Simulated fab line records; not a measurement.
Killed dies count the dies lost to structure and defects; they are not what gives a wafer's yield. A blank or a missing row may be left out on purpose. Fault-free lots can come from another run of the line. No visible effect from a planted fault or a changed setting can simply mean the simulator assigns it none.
fab line records ; flow nand_harc
[record] lots = 12; wafers = 36; last_day = 35
route steps=1302 shown A_STAIRCASE@869 A_SGD_CUT@896 END@1302
lots that met no fault: from a run of the same line without faults
start_h: the number of hours between the record's first day and the start of the first shown wafer of the lot ; wait_h: hours since the lot's step before ; " identical to the entry in the row above ; L1.1+2: one row covering several wafers at once ; - no value present, or no start provided ; * or withheld: withheld ; < > ~ a bound
route shown NAME@n: names a module that has steps shown in the file, with the first one's number in the route ; usual: average and standard deviation across the fault-free wafers ; same: alike in all rows ; chamber/n: place in a boat ; sites: the reading at each site ; _std_site: the standard deviation of these ; _edge_site: mean of outer sites minus mean of inner sites ; radius_mm: for every site, how far away it sits from the centre of the wafer ; mask NAME#n: copy n ; behind: the most recent tool/chamber to have shaped the wafer ; hold: reason for holding the lot/hours on hold/outcome of the hold ; device: the n, p or np transistor that did not switch ; end of line: the same wafers' tests at the end of the route ; a step without rows: its recipe alone ; killed: not the wafer's yield, but the dies lost to structure and defects at the first sort ; map: a wafer's dies, x killed, . not, _ none there
set.NAME: the setting as run; set.NAME@STEP: as run at that earlier step ; model.NAME: the simulator's own value behind a step, which no gauge read
one table for each step of the route and one row for each wafer, over a sample of lots
services: when a tool's chamber went out of use (start_h, in hours from the record's first day, below 0 if earlier), for how many hours, and the reason
[[steps]]
[step NHARC_A_STAIRCASE_DESCUM_443]
[recipe] time_s = 3; o2_flow_sccm = 200; ar_flow_sccm = 0; bias_power_w = 0; chemistry = O2
[usual] drypump_motor_current_A = 5.7/0.54; o2_flow_sccm = 200.1/0.61; oes_product_au = 1.002/0.0071; rf_vpp_V = 57.6/0.88; showerhead_plenum_p_Torr = 1.88/0.076; throttle_valve_pct = 11.311/0.0093
[same] bias_power_w = 0
lot.wafer;tool;chamber;start_h;wait_h;drypump_motor_current_A;o2_flow_sccm;oes_product_au;rf_hours_counter_h;rf_vpp_V;showerhead_plenum_p_Torr;throttle_valve_pct
L980.3;rie_diel-07;2;432.42;-;5.9;200.9;0.996;50;57.8;1.89;11.309
L980.2;rie_diel-07;3;432.42;-;6.1;200.5;1.002;45;58.2;1.84;11.310
L980.6;rie_diel-07;3;432.42;-;6.1;199.9;0.998;-;57.0;1.84;11.299
L981.4;rie_diel-04;1;442.58;-;5.0;199.2;1.005;20;56.0;1.79;11.298
L981.1;rie_diel-04;3;442.58;-;6.2;200.3;0.996;25;58.1;1.95;11.307
L981.5;rie_diel-04;2;442.58;-;5.8;200.9;1.001;-;57.6;1.86;11.316
L990.1;rie_diel-10;3;528.44;-;5.6;199.6;0.990;22;58.0;1.83;11.314
L990.3;rie_diel-10;0;528.44;-;6.3;200.8;1.003;30;56.9;1.91;11.320
L990.5;rie_diel-10;2;528.44;-;6.0;200.7;0.994;-;57.6;1.79;11.303
L992.4;rie_diel-10;3;534.71;-;5.5;200.2;1.010;26;56.6;1.83;11.296
L992.3;rie_diel-10;0;534.71;-;6.3;199.7;1.001;33;57.1;1.90;11.332
L992.5;rie_diel-10;0;534.71;-;6.3;200.2;1.006;-;58.0;1.90;11.310
L993.2;rie_diel-10;1;556.66;-;5.2;199.8;1.005;45;57.3;1.83;11.322
L993.4;rie_diel-10;3;556.66;-;5.5;200.0;1.003;35;57.4;1.83;11.320
L993.5;rie_diel-10;1;556.66;-;5.1;198.7;1.002;-;58.6;1.83;11.314
L997.3;rie_diel-07;3;599.60;-;6.1;200.2;1.009;38;57.5;1.82;11.308
L997.4;rie_diel-07;1;599.60;-;5.7;200.1;1.002;33;57.6;1.85;11.315
L997.6;rie_diel-07;2;599.60;-;5.9;200.4;0.987;-;58.9;1.87;11.302
L998.3;rie_diel-04;0;599.76;-;4.6;199.8;1.013;17;58.9;2.03;11.293
L998.1;rie_diel-04;3;599.76;-;6.2;198.9;1.006;20;57.8;1.93;11.311
L998.6;rie_diel-04;0;599.76;-;4.6;200.3;1.004;-;59.3;2.03;11.299
L100.4;rie_diel-10;0;618.52;-;6.3;201.0;1.009;3;57.1;1.90;11.303
L100.5;rie_diel-10;2;618.52;-;5.9;202.7;1.003;-;57.5;1.78;11.320
L100.6;rie_diel-10;3;618.52;-;5.6;200.4;1.002;-;56.1;1.82;11.310
L999.3;rie_diel-07;2;618.69;-;5.9;200.2;0.991;42;57.8;1.87;11.315
L999.6;rie_diel-07;3;618.69;-;6.1;200.8;1.005;-;57.0;1.82;11.315
L999.5;rie_diel-07;0;618.69;-;6.5;200.7;1.001;-;57.9;2.00;11.300
L102.3;rie_diel-07;1;644.20;-;5.7;200.3;1.010;46;57.3;1.85;11.294
L102.1;rie_diel-07;3;644.20;-;6.1;200.7;1.016;56;57.5;1.82;11.327
L102.2;rie_diel-07;0;644.20;-;6.5;200.0;1.002;48;57.4;2.00;11.289
L101.1;rie_diel-04;0;656.29;-;4.6;199.7;1.016;39;59.0;2.02;11.316
L101.2;rie_diel-04;2;656.29;-;5.7;200.7;1.003;40;56.9;1.84;11.338
L101.5;rie_diel-04;0;656.29;-;4.6;199.6;1.008;-;57.1;2.02;11.323
L103.2;rie_diel-10;1;673.64;-;5.2;198.9;1.000;19;57.4;1.82;11.324
L103.3;rie_diel-10;0;673.64;-;6.3;200.1;1.001;19;57.3;1.89;11.324
L103.5;rie_diel-10;3;673.64;-;5.6;200.1;1.001;-;57.8;1.82;11.316
[step NHARC_A_STAIRCASE_ETCHBACK_422]
[recipe] target_depth_a = 400; over_etch_frac = 0.3; time_s = 74.286; ion_energy_ev = 120; ch3f_flow_sccm = 50; o2_flow_sccm = 30; ar_flow_sccm = 200; rf_w = 500; bias_w = 100; chemistry = CH3F/O2
[usual] drypump_motor_current_A = 5.8/0.5; o2_flow_sccm = 29.99/0.094; oes_product_au = 0.97/0.035; rf_vpp_V = 243.7/1.5; showerhead_plenum_p_Torr = 2.41/0.09; throttle_valve_pct = 20.663/0.009
lot.wafer;tool;chamber;start_h;wait_h;drypump_motor_current_A;o2_flow_sccm;oes_product_au;rf_hours_counter_h;rf_vpp_V;showerhead_plenum_p_Torr;throttle_valve_pct
L980.2;rie_diel-04;3;438.36;0.1;6.2;30.04;0.92;24;245.5;2.51;20.671
L980.3;rie_diel-04;0;438.36;0.1;4.6;30.12;0.92;24;245.6;2.63;20.659
L980.6;rie_diel-04;2;438.36;0.1;5.8;30.00;0.92;-;244.0;2.40;20.663
L981.4;rie_diel-10;2;448.49;0.1;5.9;29.90;1.00;3;242.7;2.31;20.656
L981.1;rie_diel-10;3;448.49;0.1;5.6;29.91;1.00;3;243.6;2.37;20.642
L981.5;rie_diel-10;2;448.49;0.1;6.0;30.01;1.01;-;241.1;2.31;20.659
L990.3;rie_diel-07;3;534.26;0.1;6.1;30.08;0.93;16;240.9;2.35;20.642
L990.1;rie_diel-07;2;534.26;0.1;5.9;29.99;0.92;15;244.0;2.42;20.678
L990.5;rie_diel-07;3;534.26;0.1;6.1;29.96;0.93;-;242.5;2.35;20.660
L992.3;rie_diel-10;3;540.59;0.1;5.6;30.04;1.00;31;243.3;2.35;20.655
L992.4;rie_diel-10;1;540.59;0.1;5.2;30.02;0.99;39;243.6;2.36;20.660
L992.5;rie_diel-10;3;540.59;0.1;5.6;29.83;0.99;-;242.0;2.35;20.664
L993.4;rie_diel-10;1;562.52;0.2;5.2;30.03;0.96;47;242.7;2.36;20.667
L993.2;rie_diel-10;2;562.52;0.2;6.0;29.95;0.98;45;241.6;2.30;20.668
L993.5;rie_diel-10;3;562.52;0.2;5.6;30.02;0.98;-;242.5;2.35;20.677
L997.3;rie_diel-07;3;605.61;0.1;6.1;29.95;0.92;43;243.1;2.34;20.657
L997.4;rie_diel-07;1;605.61;0.1;5.7;30.00;0.93;36;242.8;2.38;20.681
L997.6;rie_diel-07;2;605.61;0.1;5.9;29.80;0.92;-;241.3;2.41;20.658
L998.3;rie_diel-10;1;606.01;0.2;5.1;29.89;1.01;0;242.3;2.35;20.659
L998.1;rie_diel-10;2;606.01;0.2;5.9;29.88;1.00;0;243.1;2.29;20.660
L998.6;rie_diel-10;0;606.01;0.2;6.3;29.87;1.01;-;243.7;2.44;20.662
L100.4;rie_diel-07;1;624.35;0.2;5.7;30.04;0.92;42;243.6;2.38;20.664
L100.5;rie_diel-07;2;624.35;0.2;5.9;29.99;0.92;-;245.4;2.40;20.654
L100.6;rie_diel-07;3;624.35;0.2;6.2;29.88;0.92;-;243.6;2.34;20.666
L999.3;rie_diel-10;2;624.47;0.2;5.9;29.89;0.99;5;242.8;2.29;20.661
L999.5;rie_diel-10;0;624.47;0.2;6.3;29.88;1.01;-;244.2;2.44;20.661
L999.6;rie_diel-10;1;624.47;0.2;5.1;29.98;1.00;-;242.2;2.35;20.666
L102.1;rie_diel-04;3;651.04;0.1;6.2;30.08;0.93;37;243.5;2.48;20.672
L102.2;rie_diel-04;0;651.04;0.1;4.6;30.06;0.94;37;245.2;2.60;20.664
L102.3;rie_diel-04;1;651.04;0.1;5.0;30.06;0.93;37;241.6;2.27;20.661
L101.2;rie_diel-04;2;663.10;0.1;5.8;30.09;0.97;44;244.4;2.37;20.661
L101.1;rie_diel-04;0;663.10;0.1;4.6;29.99;0.98;42;246.3;2.59;20.661
L101.5;rie_diel-04;1;663.10;0.1;4.9;29.98;0.93;-;240.8;2.27;20.669
L103.3;rie_diel-10;0;680.49;0.1;6.3;30.05;0.93;23;243.5;2.43;20.664
L103.2;rie_diel-10;1;680.49;0.1;5.1;29.90;0.94;23;242.7;2.34;20.675
L103.5;rie_diel-10;0;680.49;0.1;6.2;30.06;0.93;-;243.0;2.43;20.664
[step NHARC_A_SGD_CUT_SOFTBAKE_04]
[recipe] temp_c = 105; time_s = 55
[usual] heater_power_total_W = 188.43/0.14
lot.wafer;tool;chamber;start_h;wait_h;heater_power_total_W
L980.2;litho_track-04;0;440;-;188.43
L980.3;litho_track-04;0;440;-;188.44
L980.6;litho_track-04;0;440;-;188.74
L981.1;litho_track-01;0;450;-;188.73
L981.4;litho_track-01;0;450;-;188.79
L981.5;litho_track-01;0;450;-;188.39
L990.1;litho_track-01;0;535;-;190.77
L990.3;litho_track-01;0;535;-;190.82
L990.5;litho_track-01;0;535;-;190.42
L992.3;litho_track-01;0;542;-;190.42
L992.4;litho_track-01;0;542;-;190.44
L992.5;litho_track-01;0;542;-;190.56
L993.2;litho_track-04;0;564;-;188.35
L993.4;litho_track-04;0;564;-;188.66
L993.5;litho_track-04;0;564;-;188.41
L997.3;litho_track-01;0;607;-;188.33
L997.4;litho_track-01;0;607;-;188.44
L997.6;litho_track-01;0;607;-;188.56
L998.1;litho_track-06;0;607;-;188.28
L998.3;litho_track-06;0;607;-;188.42
L998.6;litho_track-06;0;607;-;188.26
L999.3;litho_track-01;0;626;-;188.34
L999.5;litho_track-01;0;626;-;188.34
L999.6;litho_track-01;0;626;-;188.38
L100.4;litho_track-06;0;626;-;188.32
L100.5;litho_track-06;0;626;-;188.35
L100.6;litho_track-06;0;626;-;188.40
L102.1;litho_track-04;0;652;-;188.56
L102.2;litho_track-04;0;652;-;188.48
L102.3;litho_track-04;0;652;-;188.48
L101.1;litho_track-04;0;664;-;188.42
L101.2;litho_track-04;0;664;-;188.36
L101.5;litho_track-04;0;664;-;188.43
L103.2;litho_track-04;0;682;-;188.35
L103.3;litho_track-04;0;682;-;188.41
L103.5;litho_track-04;0;682;-;188.51
[step NHARC_A_SGD_CUT_CD_MEAS_09]
[recipe] target_cd_nm = 100; landing_energy_ev = 500
[usual] cd_nm = 100.0/0.43
lot.wafer;tool;chamber;start_h;wait_h;cd_nm
L980.2;cd_sem-03;0;440.46;-;99.7
L980.3;cd_sem-03;0;440.46;-;99.6
L980.6;cd_sem-03;0;440.46;-;99.8
L981.1;cd_sem-01;0;450.53;-;100.4
L981.4;cd_sem-01;0;450.53;-;99.5
L981.5;cd_sem-01;0;450.53;-;100.0
L990.1;cd_sem-02;0;536.31;-;100.3
L990.3;cd_sem-02;0;536.31;-;100.6
L990.5;cd_sem-02;0;536.31;-;100.0
L992.3;cd_sem-01;0;542.55;-;100.5
L992.4;cd_sem-01;0;542.55;-;100.6
L992.5;cd_sem-01;0;542.55;-;100.4
L993.2;cd_sem-03;0;564.67;-;100.2
L993.4;cd_sem-03;0;564.67;-;100.4
L993.5;cd_sem-03;0;564.67;-;100.5
L997.3;cd_sem-03;0;607.62;-;100.1
L997.4;cd_sem-03;0;607.62;-;99.7
L997.6;cd_sem-03;0;607.62;-;100.4
L998.1;cd_sem-02;0;608.09;-;99.3
L998.3;cd_sem-02;0;608.09;-;99.3
L998.6;cd_sem-02;0;608.09;-;100.0
L999.3;cd_sem-01;0;626.49;-;100.0
L999.5;cd_sem-01;0;626.49;-;100.1
L999.6;cd_sem-01;0;626.49;-;99.5
L100.4;cd_sem-03;0;626.64;-;100.7
L100.5;cd_sem-03;0;626.64;-;100.3
L100.6;cd_sem-03;0;626.64;-;99.9
L102.1;cd_sem-03;0;653.10;-;100.1
L102.2;cd_sem-03;0;653.10;-;100.1
L102.3;cd_sem-03;0;653.10;-;99.9
L101.1;cd_sem-01;0;665.04;-;100.2
L101.2;cd_sem-01;0;665.04;-;99.7
L101.5;cd_sem-01;0;665.04;-;100.2
L103.2;cd_sem-03;0;682.53;-;100.6
L103.3;cd_sem-03;0;682.53;-;101.0
L103.5;cd_sem-03;0;682.53;-;101.0
[step NHARC_END_SORT_01]
[recipe] temp_c = 25
[usual] killed_at_array = 44/16; killed_at_other = 0.6/1.1; killed_at_periphery = 3.9/2.6; killed_dies = 48/16; killed_open = 3.1/1.9; killed_short = 2.4/1.8
[same] gross_dies = 677
lot.wafer;tool;chamber;start_h;wait_h;killed_at_array;killed_at_other;killed_at_periphery;killed_dies;killed_open;killed_short
L990.1;prober-01;0;656.42;2.5;48;1;5;54;4;7
L990.3;prober-01;0;658.02;3.1;37;0;4;41;2;8
L990.5;prober-01;0;659.63;3.7;37;1;8;46;6;1
L992.3;prober-01;0;669.47;3.1;18;1;0;19;1;1
L992.4;prober-01;0;670.27;3.4;30;3;2;35;8;7
L992.5;prober-01;0;671.06;3.7;24;0;1;25;6;2
// killed by level:class
L990.1 A_SLIT:chamber_film_flake=18 A_CHANNEL_HOLE_D2:chamber_film_flake=12 A_STAIRCASE:chamber_film_flake=5 A_M0:geometric_particle:short=2 A_ONON_D2:geometric_particle:open=2 P_M0:chamber_film_flake=2 A_CHANNEL_HOLE_D1:chamber_film_flake=2 P_CONTACT:geometric_particle:short=1
L990.3 A_SLIT:chamber_film_flake=12 A_CHANNEL_HOLE_D2:chamber_film_flake=5 A_STAIRCASE:chamber_film_flake=3 A_DECK1_JOINT:geometric_particle:short=2 A_WL_FILL:geometric_particle:short=2 P_M2:chamber_film_flake=2 A_CONTACT:chamber_film_flake=2 A_M0:chamber_film_flake=2
L990.5 A_SLIT:chamber_film_flake=16 A_CHANNEL_HOLE_D2:chamber_film_flake=6 A_CHANNEL_HOLE_D1:chamber_film_flake=5 P_M2:chamber_film_flake=4 A_CONTACT:chamber_film_flake=3 P_M0:geometric_particle:open=1 A_ONON_D1:geometric_particle:open=1 A_DECK1_JOINT:geometric_particle:open=1
L992.3 A_CHANNEL_HOLE_D1:chamber_film_flake=5 A_STAIRCASE:chamber_film_flake=4 A_SLIT:chamber_film_flake=2 A_WL_FILL:chamber_film_flake=2 A_CHANNEL_FILL_D2:geometric_particle:short=1 STARTING-WAFER:geometric_particle:open=1 A_ZERO_WELL:chamber_film_flake=1 A_CHANNEL_FILL_D1:chamber_film_flake=1
L992.4 A_CHANNEL_HOLE_D1:chamber_film_flake=6 A_CHANNEL_FILL_D1:chamber_film_flake=3 A_CHANNEL_FILL_D1:geometric_particle:short=2 A_ONON_D2:geometric_particle:short=2 A_CHANNEL_HOLE_D2:chamber_film_flake=2 A_STAIRCASE:chamber_film_flake=2 A_SLIT:chamber_film_flake=2 A_CONTACT:chamber_film_flake=2
L992.5 A_CHANNEL_HOLE_D1:chamber_film_flake=6 A_CONTACT:chamber_film_flake=6 A_SLIT:chamber_film_flake=3 A_STAIRCASE:chamber_film_flake=2 P_M1:geometric_particle:short=1 A_SOURCE_PLATE:geometric_particle:open=1 A_ONON_D1:geometric_particle:open=1 A_ONON_D1:geometric_particle:short=1
[[services]]
tool;chamber;start_h;hours;kind
rie_diel-07;1;408.63;3.9;repair
rie_diel-07;3;411.93;19.5;repair
rie_diel-10;-;419.56;9.0;pm
rie_diel-10;0;419.56;9.0;vent_cycle
rie_diel-10;1;419.56;9.0;vent_cycle
rie_diel-10;2;419.56;9.0;vent_cycle
rie_diel-10;3;419.56;9.0;vent_cycle
rie_diel-10;0;428.56;-;clean
rie_diel-07;-;468.92;0.6;repair
rie_diel-07;-;471.23;9.0;pm
rie_diel-04;0;488.14;4.4;repair
rie_diel-04;1;492.65;4.0;repair
litho_track-01;-;505.00;7.0;pm
litho_track-06;-;529.00;7.0;pm
rie_diel-04;-;532.41;9.0;pm
rie_diel-07;-;550.42;0.9;repair
litho_track-04;-;553.00;7.0;pm
rie_diel-07;0;562.55;12.0;repair
rie_diel-10;-;596.59;9.0;pm
rie_diel-07;-;648.23;9.0;pm
rie_diel-04;1;655.38;4.3;repair
rie_diel-04;2;669.20;17.9;repair
rie_diel-10;2;669.86;5.4;repair
litho_track-01;-;680.00;7.0;pm
[[key]]
[first_sign] step = NHARC_A_SGD_CUT_SOFTBAKE_04; reading = heater_power_total_W; direction = up; sigmas = 16; usual = *; struck = *
effect none on later readings
met_at NHARC_A_SGD_CUT_SOFTBAKE_04
struck_lots L990,L992
tester_left_out L990,L992
not_acting_at NHARC_A_STAIRCASE_DESCUM_443,NHARC_A_STAIRCASE_ETCHBACK_422,NHARC_A_SGD_CUT_CD_MEAS_09
onset_between 450 535
[fault] kind = process_parameter_drift; tool = litho_track-01; chamber = -; onset_h = 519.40; steps = NHARC_A_SGD_CUT_SOFTBAKE_04; channel = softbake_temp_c; offset = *; shape = step; end_h = 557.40; acts_in = *; stated = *
// tester_left_out: of these lots the tester's yield and bins aren't shown, on N5 and GAA mostly nor the transistor test; their killed dies are dies lost to structure and defects alone, not to doping, threshold or leakage, so they don't give the yield
